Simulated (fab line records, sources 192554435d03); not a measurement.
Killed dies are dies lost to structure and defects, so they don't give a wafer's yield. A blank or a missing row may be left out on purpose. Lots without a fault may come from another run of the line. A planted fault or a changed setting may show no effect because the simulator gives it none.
fab line records | flow n5_finfet
record lots=6 wafers=18 last_day=17
route steps=1938 shown WELL_APT@39 BEOL_M4@1111 PASSIVATION@1936
lots that met no fault: from a run of the same line without faults
start_h: hours from the record's first day to the start of the lot's first wafer shown | wait_h: hours since the lot's step before | " the same as in the row above | L1.1+2: a row that stands for several wafers | - no value, or no start given | * or withheld: withheld | < > ~ a bound
route shown NAME@n: a module of which the file shows steps, and the number in the route of the first | usual: mean/standard deviation of fault-free wafers | same: alike in all rows | chamber/n: place in a boat | sites: the reading at each site | _std_site: their standard deviation | _edge_site: outer sites' mean less inner sites' | radius_mm: how far each site lies from the wafer's centre | mask NAME#n: copy n | behind: the tool/chamber that last shaped the wafer | hold: why the lot was held/for how many hours/how that ended | device: the transistor (n, p or np) that didn't switch | end of line: the same wafers' tests at the end of the route | a step without rows: its recipe alone | killed: dies lost to structure and defects at the first sort, not the wafer's yield | map: a wafer's dies, x killed, . not, _ none there
set.NAME: the setting as run; set.NAME@STEP: as run at that earlier step | model.NAME: the simulator's own value behind a step, which no gauge read
lots at some steps of the route; a table a step, a row a wafer
services: from which hour (start_h, from the record's first day; less than 0 if before it) a tool's chamber was out of use, for how many hours, and why
## steps
# step N5_WELL_APT_EXPOSE_22
# recipe mask_id=PWELL na=0.8 source_shape=conventional sigma_outer=0.8 polarization=unpolarized defocus_nm=0 target_cd_nm=200 dose_mj=23.2
# step N5_WELL_APT_PEB_23
# recipe peb_temp_c=130 peb_time_s=90
# step N5_WELL_APT_DEVELOP_24
# recipe develop_time_s=45 rinse_liquid=surfactant_rinse dry=air_spin dev_temp_c=21
# step N5_WELL_APT_HARDBAKE_29
# recipe temp_c=130 time_s=120
# step N5_WELL_APT_CD_MEAS_25
# recipe target_cd_nm=200 landing_energy_ev=500 detector=se_inlens
# usual cd_nm=199.1/2.4
# columns lot.wafer tool chamber start_h wait_h cd_nm
L160.2 cd_sem-01 0 15.35 - 197.4
L160.4 " 0 " " 194.7
L160.6 " 0 " " 196.4
L168.1 cd_sem-01 0 63.18 - 199.6
L168.3 " 0 " " 198.5
L168.5 " 0 " " 201.9
L173.1 cd_sem-02 0 93.24 - 203.1
L173.3 " 0 " " 202.1
L173.5 " 0 " " 197.8
L174.1 cd_sem-03 0 98.93 - 195.0
L174.4 " 0 " " 196.8
L174.6 " 0 " " 198.6
L177.1 cd_sem-01 0 116.82 - 201.1
L177.3 " 0 " " 198.6
L177.5 " 0 " " 197.0
L179.1 cd_sem-02 0 129.19 - 199.4
L179.2 " 0 " " 200.0
L179.6 " 0 " " 203.8
# step N5_WELL_APT_OVL_MEAS_26
# recipe points_per_wafer=44
# usual PWELL_OVL=2/5.5
# columns lot.wafer tool chamber start_h wait_h PWELL_OVL[nm]
L160.2 overlay-02 0 15.38 0.0 -8
L160.4 " 0 " " -6
L160.6 " 0 " " 0
L168.1 overlay-02 0 63.21 0.0 8
L168.3 " 0 " " 9
L168.5 " 0 " " 11
L173.1 overlay-02 0 93.27 0.0 1
L173.3 " 0 " " 7
L173.5 " 0 " " 6
L174.1 overlay-01 0 98.96 0.0 6
L174.4 " 0 " " 3
L174.6 " 0 " " 6
L177.1 overlay-01 0 116.85 0.0 1
L177.3 " 0 " " 2
L177.5 " 0 " " 7
L179.1 overlay-02 0 129.22 0.0 -12
L179.2 " 0 " " 4
L179.6 " 0 " " -1
# step N5_WELL_APT_INSPECT_27
# recipe mode=adi inspect_instrument=macro
# usual raw_defect_count=1.9/1.3
# columns lot.wafer tool chamber start_h wait_h raw_defect_count
L160.2 defect_inspect-01 - 15.40 0.0 3
L160.4 " - " " 4
L160.6 " - " " 1
L168.1 defect_inspect-01 - 63.24 0.0 1
L168.3 " - " " 1
L168.5 " - " " 1
L173.1 defect_inspect-01 - 93.30 0.0 0
L173.3 " - " " 0
L173.5 " - " " 2
L174.1 defect_inspect-02 - 98.98 0.0 1
L174.4 " - " " 2
L174.6 " - " " 1
L177.1 defect_inspect-01 - 116.88 0.0 1
L177.3 " - " " 2
L177.5 " - " " 3
L179.1 defect_inspect-01 - 129.24 0.0 1
L179.2 " - " " 3
L179.6 " - " " 1
# step N5_WELL_APT_DESCUM_30
# recipe chemistry=O2 time_s=7.9 source_power_w=50 bias_power_w=20 pressure_mtorr=20 rf_frequency_hz=2.712e+07 temp_c=40 o2_flow_sccm=225
# usual drypump_motor_current_A=5.72/0.29 oes_product_au=0.79/0.1 rf_vpp_V=243.2/1.3 showerhead_plenum_p_Torr=2.09/0.074 throttle_valve_pct=20.48/0.27
# columns lot.wafer tool chamber start_h wait_h drypump_motor_current_A oes_product_au rf_hours_counter_h rf_vpp_V showerhead_plenum_p_Torr throttle_valve_pct
L160.2 rie_diel-01 1 15.50 0.1 5.92 0.86 47 246.3 2.24 20.36
L160.4 " 2 " " 6.16 0.72 210 244.3 2.14 20.44
L160.6 " 2 " " 6.20 0.72 - 243.4 2.14 20.43
L168.1 rie_diel-01 2 63.27 0.0 6.18 0.72 227 244.2 2.13 20.46
L168.3 " 3 " " 5.10 0.67 220 239.6 1.98 20.56
L168.5 " 1 " " 5.92 0.86 - 244.2 2.24 20.38
L173.1 rie_diel-01 0 93.33 0.0 6.23 0.82 87 244.2 2.10 20.33
L173.3 " 1 " " 5.94 0.83 71 245.2 2.24 20.39
L173.5 " 1 " " 5.93 0.84 - 244.9 2.23 20.39
L174.1 rie_diel-03 1 99.02 0.0 5.37 0.73 183 242.6 1.98 20.52
L174.4 " 2 " " 5.74 0.76 144 240.9 2.01 20.32
L174.6 " 2 " " 5.71 0.76 - 242.9 2.01 20.33
L177.1 rie_diel-05 2 116.91 0.0 5.83 0.98 5 242.0 2.04 20.62
L177.3 " 0 " " 5.78 0.76 168 243.1 2.06 20.19
L177.5 " 1 " " 5.82 0.91 - 243.3 2.16 20.22
L179.1 rie_diel-01 0 129.31 0.1 6.22 0.81 98 243.0 2.09 20.36
L179.2 " 3 " " 5.07 0.65 241 242.4 1.97 20.58
L179.6 " 3 " " 5.11 0.65 - 241.2 1.97 20.57
# step N5_WELL_APT_IMPLANT_31
# recipe species=B energy_kev=60 dose_cm2=1.5e+13 tilt_deg=0 rotation_deg=0
# step N5_WELL_APT_IMPLANT_32
# recipe species=BF2 energy_kev=50 dose_cm2=2e+13 tilt_deg=0 rotation_deg=0
# step N5_WELL_APT_STRIP_33
# recipe chemistry=SPM time_s=900 temp_c=130 h2so4_h2o2_vol_ratio=4 dry=ipa_marangoni
# step N5_WELL_APT_RTA_34
# recipe temp_c=1000 time_s=10 ambient=N2 idle_temp_c=600 ramp_up_c_per_s=150 ramp_down_c_per_s=60 cool_to_c=600
# usual lamp_power_pct=13.00/0.053 lamp_zone_2_pct=12.993/0.028 wafer_temp_C_max=1003.6/1.2
# columns lot.wafer tool chamber start_h wait_h lamp_power_pct lamp_zone_2_pct wafer_temp_C_max
L160.2 rtp_anneal-01 0 16.40 0.2 13.03 13.020 1002.7
L160.4 " 0 " " 12.93 12.929 1004.6
L160.6 " 0 " " 13.01 13.012 1004.4
L168.1 rtp_anneal-01 0 64.18 0.0 12.94 13.008 1002.1
L168.3 " 0 " " 12.98 12.965 1003.1
L168.5 " 0 " " 13.14 12.984 1003.2
L173.1 rtp_anneal-02 0 94.12 0.0 13.02 13.028 1002.3
L173.3 " 0 " " 13.08 13.032 1004.7
L173.5 " 0 " " 13.07 12.945 1006.7
L174.1 rtp_anneal-02 0 99.78 0.0 12.96 12.984 1002.9
L174.4 " 0 " " 13.02 12.968 1004.2
L174.6 " 0 " " 12.94 12.915 1005.1
L177.1 rtp_anneal-01 0 117.81 0.2 13.02 13.017 1004.6
L177.3 " 0 " " 12.92 12.977 1003.2
L177.5 " 0 " " 13.03 12.935 1002.4
L179.1 rtp_anneal-02 0 130.08 0.0 12.91 12.968 1004.5
L179.2 " 0 " " 12.91 12.984 1002.8
L179.6 " 0 " " 13.07 13.023 1003.1
# step N5_WELL_APT_OXIDE_STRIP_42
# recipe chemistry=dHF dilution=25:1 time_s=45 temp_c=25 target=SiO2 target_depth_a=120
# usual bath_heat_duty_pct=6.4/0.93 run_length_s=53.5/2.5
# columns lot.wafer tool chamber start_h wait_h bath_heat_duty_pct run_length_s model.SiO2_of_ZERO_LAYER_PECVD_02.thk_nm
L160.2 wet_bench-01 5 16.54 0.1 6.4 52.7 0
L160.4 " 1 " " 7.1 51.5 0
L160.6 " 6 " " 5.9 52.6 0
L168.1 wet_bench-05 4 64.33 0.1 6.3 57.3 0
L168.3 " 7 " " 6.7 57.6 0
L168.5 " 0 " " 6.6 57.5 0
L173.1 wet_bench-05 0 94.26 0.1 - - 10
L173.3 " 7 " " - - 9.946
L173.5 " 1 " " - - 10.19
L174.1 wet_bench-05 3 99.92 0.1 - - 9.833
L174.4 " 6 " " - - 10.21
L174.6 " 5 " " - - 10.05
L177.1 wet_bench-03 3 117.95 0.1 6.1 52.1 0
L177.3 " 5 " " 8.1 53.3 0
L177.5 " 7 " " 7.2 52.4 0
L179.1 wet_bench-03 6 130.23 0.1 4.9 51.4 0
L179.2 " 4 " " 6.3 50.6 0
L179.6 " 7 " " 7.3 51.9 0
# step N5_WELL_APT_PRECLEAN_36
# recipe chemistry=O3/DIW time_s=45 temp_c=22 o3_ppm=10
# step N5_WELL_APT_PRECLEAN_39
# recipe chemistry=dHF time_s=60 dilution=150:1 temp_c=25
# step N5_WELL_APT_SRD_37
# recipe dry=ipa_marangoni do_ppb=5 time_s=30 temp_c=23 rinse_liquid=diw
# step N5_WELL_APT_EPI_41
# recipe material=Si target_thk_a=500 temp_c=650 precursor=SiH4/H2 pressure_torr=20 time_s=297.7
# usual susceptor_temp_C=650.0/0.33 throttle_valve_pct=11.4/0.37
# columns lot.wafer tool chamber start_h wait_h susceptor_temp_C throttle_valve_pct
L160.2 epi_rpcvd-01 0 16.74 0.1 650.1 11.3
L160.4 " 0 " " 649.6 11.1
L160.6 " 0 " " 649.5 11.2
L168.1 epi_rpcvd-04 0 64.48 0.0 649.5 11.2
L168.3 " 0 " " 650.0 11.0
L168.5 " 0 " " 649.6 10.9
L173.1 epi_rpcvd-01 0 94.36 0.0 650.4 11.4
L173.3 " 0 " " 650.4 11.5
L173.5 " 0 " " 650.1 11.1
L174.1 epi_rpcvd-04 0 100.02 0.0 650.0 11.1
L174.4 " 0 " " 649.9 11.1
L174.6 " 0 " " 650.3 11.0
L177.1 epi_rpcvd-01 0 118.05 0.0 650.1 11.3
L177.3 " 0 " " 650.1 11.3
L177.5 " 0 " " 650.0 11.4
L179.1 epi_rpcvd-02 0 130.32 0.0 649.7 12.0
L179.2 " 0 " " 650.1 12.1
L179.6 " 0 " " 649.6 11.7
# step N5_WELL_APT_INSPECT_38
# recipe inspect_instrument=darkfield mode=post_epi
# usual raw_defect_count=13/5.2
# columns lot.wafer tool chamber start_h wait_h raw_defect_count
L160.2 defect_inspect-02 - 17.27 0.4 10
L160.4 " - " " 15
L160.6 " - " " 22
L168.1 defect_inspect-02 - 65.32 0.7 8
L168.3 " - " " 10
L168.5 " - " " 6
L173.1 defect_inspect-01 - 94.99 0.5 28
L173.3 " - " " 47
L173.5 " - " " 48
L174.1 defect_inspect-02 - 100.87 0.7 64
L174.4 " - " " 77
L174.6 " - " " 73
L177.1 defect_inspect-02 - 118.68 0.5 13
L177.3 " - " " 16
L177.5 " - " " 19
L179.1 defect_inspect-01 - 131.16 0.7 16
L179.2 " - " " 14
L179.6 " - " " 15
# step N5_BEOL_M4_RC_MEAS_101
# usual DIBL_N=35.4/2.1 DIBL_P=34.8/2.6 IOFF_N=0.15/0.037 IOFF_P=0.19/0.037 ION_N=677/16 ION_P=462/9.3 SS_N=71.4/0.75 SS_P=72.9/0.77 VT_N=250/3.7 VT_P=-251/3.5
# columns lot.wafer tool chamber start_h wait_h DIBL_N[mV/V] DIBL_P[mV/V] IOFF_N[nA/um] IOFF_P[nA/um] ION_N[uA/um] ION_P[uA/um] SS_N[mV/dec] SS_P[mV/dec] VT_N[mV] VT_P[mV]
L160.2 prober-01 0 183.64 0.2 35.6 34.7 0.15 0.15 657 443 71.1 72.8 250 -256
L160.4 " 0 " " 37.5 38.6 0.18 0.20 690 464 71.5 73.8 250 -254
L160.6 " 0 " " 35.6 34.8 0.14 0.14 680 450 70.7 72.5 251 -256
L168.1 prober-01 0 225.90 0.0 34.1 34.0 0.14 0.21 674 470 71.2 72.5 248 -249
L168.3 " 0 " " 33.8 33.4 0.12 0.20 660 461 70.9 73.0 255 -249
L168.5 " 0 " " 32.5 31.7 0.11 0.18 666 469 70.3 72.1 252 -249
L177.1 prober-01 0 269.81 0.0 33.0 32.2 0.12 0.15 667 451 71.0 72.1 253 -254
L177.3 " 0 " " 36.1 35.6 0.17 0.19 693 462 71.9 72.9 252 -252
L177.5 " 0 " " 34.8 35.3 0.15 0.19 678 465 70.8 73.2 252 -252
L179.1 prober-01 0 286.34 0.0 35.6 35.4 0.15 0.19 678 460 72.1 72.7 250 -251
L179.2 " 0 " " 34.9 35.1 0.15 0.18 677 463 71.4 72.9 250 -250
L179.6 " 0 " " 34.7 34.9 0.14 0.19 680 466 71.5 73.0 248 -251
# step N5_PASSIVATION_PROBE_49
# usual defect_limited_yield=90.5/1.7 killed_at_M0_to_M3=37/12 killed_at_M4_up=14/5.2 killed_at_contacts=12/5.9 killed_at_front_end=45/14 killed_at_other=3.5/2.8 killed_dies=112/21 killed_on_rim=15/4.5 killed_open=73/15 killed_short=36/8.9 sort_bin_5_function=5.6/1.2 sort_bin_6_memory=3.5/0.68 sort_bin_8_speed=0.01/0.1 sort_n_pass=1068/21 sort_yield_pct=90.5/1.8
# same gross_dies=1180 killed_at_back_side=0 sort_bin_4_leakage[%]=0
# columns lot.wafer tool chamber start_h wait_h defect_limited_yield[%] killed_at_M0_to_M3 killed_at_M4_up killed_at_contacts killed_at_front_end killed_at_other killed_dies killed_on_rim killed_open killed_short sort_bin_5_function[%] sort_bin_6_memory[%] sort_bin_8_speed[%] sort_n_pass sort_yield_pct[%]
L160.2 prober-01 - 294.46 0.1 88.5 48 12 16 55 5 136 24 93 41 7.2 4.0 0.08 1043 88.4
L160.4 prober-01 - 294.56 0.2 89.7 36 13 34 29 10 122 15 87 33 6.3 3.7 0 1058 89.7
L160.6 prober-01 - 294.66 0.3 89.6 39 10 17 49 8 123 14 99 23 5.8 4.3 0 1057 89.6
L168.1 prober-02 - 332.72 0.0 93.6 24 11 3 34 3 75 16 44 29 3.8 2.2 0 1105 93.6
L168.3 prober-02 - 332.82 0.1 91.8 33 23 6 28 7 97 10 64 33 4.2 3.6 0 1083 91.8
L168.5 prober-02 - 332.92 0.2 91.4 46 20 8 23 4 101 10 53 42 4.8 3.1 0 1079 91.4
L174.1 prober-02 - 367.71 0.0 0 48 18 6 1105 3 1180 152 94 48 94.8 4.8 0 0 0
L174.4 prober-02 - 367.86 0.2 0 51 8 7 1113 1 1180 152 80 48 95.0 4.7 0 0 0
L174.6 prober-02 - 367.96 0.3 0 38 10 5 1125 2 1180 152 73 43 96.2 3.5 0 0 0
L173.1 prober-01 - 367.89 0.0 0 21 13 7 1138 1 1180 152 56 31 97.1 2.5 0 0 0
L173.3 prober-01 - 367.99 0.1 0 27 22 4 1122 5 1180 152 61 27 97.0 2.7 0 0 0
L173.5 prober-01 - 368.09 0.2 0 32 20 8 1120 0 1180 152 65 34 95.9 3.2 0 0 0
# killed by level:class
L160.2 FIN_SAQP:geometric_particle:open=14 STI_FIN_REVEAL:geometric_particle:open=14 BEOL_M2:geometric_particle:open=13 MOL_CONTACT_COAG:geometric_particle:open=12 BEOL_M0_SAQP:geometric_particle:short=12 BEOL_M3:geometric_particle:open=7 DUMMY_GATE:geometric_particle:open=5 BEOL_M8:geometric_particle:open=5
L160.4 MOL_CONTACT_COAG:geometric_particle:open=26 BEOL_M0_SAQP:geometric_particle:open=14 BEOL_M0_SAQP:geometric_particle:short=9 DUMMY_GATE:geometric_particle:open=7 MOL_CONTACT_COAG:geometric_particle:short=7 BEOL_M3:geometric_particle:open=7 BEOL_M4:geometric_particle:open=6 FIN_SAQP:geometric_particle:open=5
L160.6 STI_FIN_REVEAL:geometric_particle:open=27 MOL_CONTACT_COAG:geometric_particle:open=16 DUMMY_GATE:geometric_particle:open=8 BEOL_M2:geometric_particle:open=8 BEOL_M3:geometric_particle:open=8 BEOL_M0_SAQP:geometric_particle:short=7 BEOL_M0_SAQP:geometric_particle:open=5 BEOL_M0:geometric_particle:open=5
L168.1 FIN_SAQP:geometric_particle:short=10 FIN_SAQP:geometric_particle:open=6 BEOL_M0_SAQP:geometric_particle:short=6 BEOL_M2:geometric_particle:open=6 DUMMY_GATE:geometric_particle:open=3 GATE_CUT:geometric_particle:open=3 MOL_CONTACT_COAG:geometric_particle:open=3 BEOL_M8:geometric_particle:open=3
L168.3 BEOL_M4:geometric_particle:open=10 FIN_SAQP:geometric_particle:short=9 BEOL_M1:geometric_particle:open=9 FIN_SAQP:geometric_particle:open=8 BEOL_M3:geometric_particle:open=8 BEOL_M2:geometric_particle:open=7 MOL_CONTACT_COAG:geometric_particle:open=5 BEOL_M1:geometric_particle:short=5
L168.5 BEOL_M0_SAQP:geometric_particle:open=11 BEOL_M0_SAQP:geometric_particle:short=10 BEOL_M2:geometric_particle:open=10 BEOL_M4:geometric_particle:short=6 FIN_SAQP:geometric_particle:short=4 DUMMY_GATE:geometric_particle:open=4 MOL_CONTACT_COAG:geometric_particle:short=4 BEOL_M2:geometric_particle:short=4
L174.1 WELL_APT:area_strip=1037 STI_FIN_REVEAL:geometric_particle:open=24 BEOL_M0_SAQP:geometric_particle:short=15 FIN_SAQP:geometric_particle:open=14 BEOL_M1:geometric_particle:open=13 GATE_CUT:geometric_particle:short=7 BEOL_M0_SAQP:geometric_particle:open=7 BEOL_M4:geometric_particle:open=7
L174.4 WELL_APT:area_strip=1051 STI_FIN_REVEAL:geometric_particle:open=19 FIN_SAQP:geometric_particle:open=13 BEOL_M0_SAQP:geometric_particle:short=13 BEOL_M2:geometric_particle:open=12 BEOL_M0_SAQP:geometric_particle:open=10 GATE_CUT:geometric_particle:short=7 FIN_SAQP:geometric_particle:short=6
L173.1 WELL_APT:area_strip=1092 STI_FIN_REVEAL:geometric_particle:open=13 FIN_SAQP:geometric_particle:open=8 BEOL_M3:geometric_particle:open=7 FIN_SAQP:geometric_particle:short=5 ILD0:geometric_particle:short=5 MOL_CONTACT_COAG:geometric_particle:open=5 BEOL_M1:geometric_particle:open=5
L174.6 WELL_APT:area_strip=1064 STI_FIN_REVEAL:geometric_particle:open=17 FIN_SAQP:geometric_particle:short=11 FIN_SAQP:geometric_particle:open=9 BEOL_M3:geometric_particle:open=9 BEOL_M0_SAQP:geometric_particle:open=8 GATE_CUT:geometric_particle:short=7 GATE_CUT:geometric_particle:open=6
L173.3 WELL_APT:area_strip=1091 FIN_SAQP:geometric_particle:open=10 STI_FIN_REVEAL:geometric_particle:open=9 BEOL_M1:geometric_particle:open=7 BEOL_M4:geometric_particle:open=7 BEOL_M2:geometric_particle:open=6 BEOL_M0_SAQP:geometric_particle:short=4 BEOL_M4:geometric_particle:short=4
L173.5 WELL_APT:area_strip=1080 BEOL_M1:geometric_particle:open=9 BEOL_M4:geometric_particle:open=9 MOL_CONTACT_COAG:geometric_particle:open=8 STI_FIN_REVEAL:geometric_particle:open=7 BEOL_M0_SAQP:geometric_particle:open=7 ILD0:geometric_particle:short=6 FIN_SAQP:geometric_particle:short=5
# map L173.1 (x killed, . not)
_________________xxxxxxxxxxxx________________
______________xxxxxxxxxxxxxxxxxx_____________
___________xxxxxxxxxxxxxxxxxxxxxxxx__________
__________xxxxxxxxxxxxxxxxxxxxxxxxxx_________
________xxxxxxxxxxxxxxxxxxxxxxxxxxxxxx_______
_______xxxxxxxxxxxxxxxxxxxxxxxxxxxxxxxx______
______xxxxxxxxxxxxxxxxxxxxxxxxxxxxxxxxxx_____
_____xxxxxxxxxxxxxxxxxxxxxxxxxxxxxxxxxxxx____
____xxxxxxxxxxxxxxxxxxxxxxxxxxxxxxxxxxxxxx___
___xxxxxxxxxxxxxxxxxxxxxxxxxxxxxxxxxxxxxxxx__
___xxxxxxxxxxxxxxxxxxxxxxxxxxxxxxxxxxxxxxxx__
__xxxxxxxxxxxxxxxxxxxxxxxxxxxxxxxxxxxxxxxxxx_
__xxxxxxxxxxxxxxxxxxxxxxxxxxxxxxxxxxxxxxxxxx_
_xxxxxxxxxxxxxxxxxxxxxxxxxxxxxxxxxxxxxxxxxxxx
_xxxxxxxxxxxxxxxxxxxxxxxxxxxxxxxxxxxxxxxxxxxx
_xxxxxxxxxxxxxxxxxxxxxxxxxxxxxxxxxxxxxxxxxxxx
_xxxxxxxxxxxxxxxxxxxxxxxxxxxxxxxxxxxxxxxxxxxx
_xxxxxxxxxxxxxxxxxxxxxxxxxxxxxxxxxxxxxxxxxxxx
_xxxxxxxxxxxxxxxxxxxxxxxxxxxxxxxxxxxxxxxxxxxx
_xxxxxxxxxxxxxxxxxxxxxxxxxxxxxxxxxxxxxxxxxxxx
_xxxxxxxxxxxxxxxxxxxxxxxxxxxxxxxxxxxxxxxxxxxx
__xxxxxxxxxxxxxxxxxxxxxxxxxxxxxxxxxxxxxxxxxx_
__xxxxxxxxxxxxxxxxxxxxxxxxxxxxxxxxxxxxxxxxxx_
___xxxxxxxxxxxxxxxxxxxxxxxxxxxxxxxxxxxxxxxx__
___xxxxxxxxxxxxxxxxxxxxxxxxxxxxxxxxxxxxxxxx__
____xxxxxxxxxxxxxxxxxxxxxxxxxxxxxxxxxxxxxx___
_____xxxxxxxxxxxxxxxxxxxxxxxxxxxxxxxxxxxx____
______xxxxxxxxxxxxxxxxxxxxxxxxxxxxxxxxxx_____
_______xxxxxxxxxxxxxxxxxxxxxxxxxxxxxxxx______
________xxxxxxxxxxxxxxxxxxxxxxxxxxxxxx_______
__________xxxxxxxxxxxxxxxxxxxxxxxxxx_________
___________xxxxxxxxxxxxxxxxxxxxxxxx__________
______________xxxxxxxxxxxxxxxxxx_____________
_________________xxxxxxxxxxxx________________
# map L174.1 (x killed, . not)
_________________xxxxxxxxxxxx________________
______________xxxxxxxxxxxxxxxxxx_____________
___________xxxxxxxxxxxxxxxxxxxxxxxx__________
__________xxxxxxxxxxxxxxxxxxxxxxxxxx_________
________xxxxxxxxxxxxxxxxxxxxxxxxxxxxxx_______
_______xxxxxxxxxxxxxxxxxxxxxxxxxxxxxxxx______
______xxxxxxxxxxxxxxxxxxxxxxxxxxxxxxxxxx_____
_____xxxxxxxxxxxxxxxxxxxxxxxxxxxxxxxxxxxx____
____xxxxxxxxxxxxxxxxxxxxxxxxxxxxxxxxxxxxxx___
___xxxxxxxxxxxxxxxxxxxxxxxxxxxxxxxxxxxxxxxx__
___xxxxxxxxxxxxxxxxxxxxxxxxxxxxxxxxxxxxxxxx__
__xxxxxxxxxxxxxxxxxxxxxxxxxxxxxxxxxxxxxxxxxx_
__xxxxxxxxxxxxxxxxxxxxxxxxxxxxxxxxxxxxxxxxxx_
_xxxxxxxxxxxxxxxxxxxxxxxxxxxxxxxxxxxxxxxxxxxx
_xxxxxxxxxxxxxxxxxxxxxxxxxxxxxxxxxxxxxxxxxxxx
_xxxxxxxxxxxxxxxxxxxxxxxxxxxxxxxxxxxxxxxxxxxx
_xxxxxxxxxxxxxxxxxxxxxxxxxxxxxxxxxxxxxxxxxxxx
_xxxxxxxxxxxxxxxxxxxxxxxxxxxxxxxxxxxxxxxxxxxx
_xxxxxxxxxxxxxxxxxxxxxxxxxxxxxxxxxxxxxxxxxxxx
_xxxxxxxxxxxxxxxxxxxxxxxxxxxxxxxxxxxxxxxxxxxx
_xxxxxxxxxxxxxxxxxxxxxxxxxxxxxxxxxxxxxxxxxxxx
__xxxxxxxxxxxxxxxxxxxxxxxxxxxxxxxxxxxxxxxxxx_
__xxxxxxxxxxxxxxxxxxxxxxxxxxxxxxxxxxxxxxxxxx_
___xxxxxxxxxxxxxxxxxxxxxxxxxxxxxxxxxxxxxxxx__
___xxxxxxxxxxxxxxxxxxxxxxxxxxxxxxxxxxxxxxxx__
____xxxxxxxxxxxxxxxxxxxxxxxxxxxxxxxxxxxxxx___
_____xxxxxxxxxxxxxxxxxxxxxxxxxxxxxxxxxxxx____
______xxxxxxxxxxxxxxxxxxxxxxxxxxxxxxxxxx_____
_______xxxxxxxxxxxxxxxxxxxxxxxxxxxxxxxx______
________xxxxxxxxxxxxxxxxxxxxxxxxxxxxxx_______
__________xxxxxxxxxxxxxxxxxxxxxxxxxx_________
___________xxxxxxxxxxxxxxxxxxxxxxxx__________
______________xxxxxxxxxxxxxxxxxx_____________
_________________xxxxxxxxxxxx________________
## services
# columns tool chamber start_h hours kind
rie_diel-05 1 -2.49 - clean
rie_diel-05 1 -2.49 - consumable_replace:focus_ring
rie_diel-05 1 -2.49 24.5 scheduled_down
rie_diel-05 1 -2.49 24.5 vent_cycle
rie_diel-01 3 -0.33 4.1 repair
epi_rpcvd-02 - 2.04 27.2 pm
rie_diel-03 2 17.48 1.4 repair
rie_diel-03 - 33.78 0.2 repair
wet_bench-05 - 43.22 6.9 repair
rie_diel-03 1 52.70 4.1 repair
rie_diel-03 2 60.98 1.8 repair
epi_rpcvd-04 - 65.28 0.5 pm
epi_rpcvd-01 - 67.95 8.1 pm
epi_rpcvd-01 - 77.84 0.6 repair
rie_diel-01 - 87.14 1.0 repair
rie_diel-05 2 88.44 - clean
rie_diel-05 2 88.44 - consumable_replace:focus_ring
rie_diel-05 2 88.44 17.2 scheduled_down
rie_diel-05 2 88.44 17.2 vent_cycle
rtp_anneal-01 - 95.01 1.2 pm
rie_diel-05 3 109.75 - clean
rie_diel-05 3 109.75 - consumable_replace:focus_ring
epi_rpcvd-02 - 113.99 1.2 repair
epi_rpcvd-01 - 118.65 2.8 pm
## key
first_sign step=N5_WELL_APT_OXIDE_STRIP_42 reading=tool_record direction=missing
effect step=N5_WELL_APT_INSPECT_38 reading=raw_defect_count direction=up sigmas=8.2 usual=13 struck=56
effect step=N5_PASSIVATION_PROBE_49 reading=killed_at_front_end direction=up sigmas=76 usual=45 struck=1120
model_effect step=N5_WELL_APT_OXIDE_STRIP_42 value=SiO2_of_ZERO_LAYER_PECVD_02.thk_nm without=0 struck=10.04
more_kills_born_at N5_WELL_APT_OXIDE_STRIP_42@wet_bench-05=6415
met_at N5_WELL_APT_OXIDE_STRIP_42
struck_wafers L173.1,L173.3,L173.5,L174.1,L174.4,L174.6
later_rows_left_out L173.1,L173.3,L173.5,L174.1,L174.4,L174.6
onset_between 64.33 94.26
fault kind=skipped_step_whole tool=wet_bench-05 chamber=- onset_h=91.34 steps=N5_WELL_APT_OXIDE_STRIP_42 scope=struck_lots_only
# later_rows_left_out: the simulator's readings of these wafers behind a module that went badly wrong aren't trusted and aren't shown, but for the sort
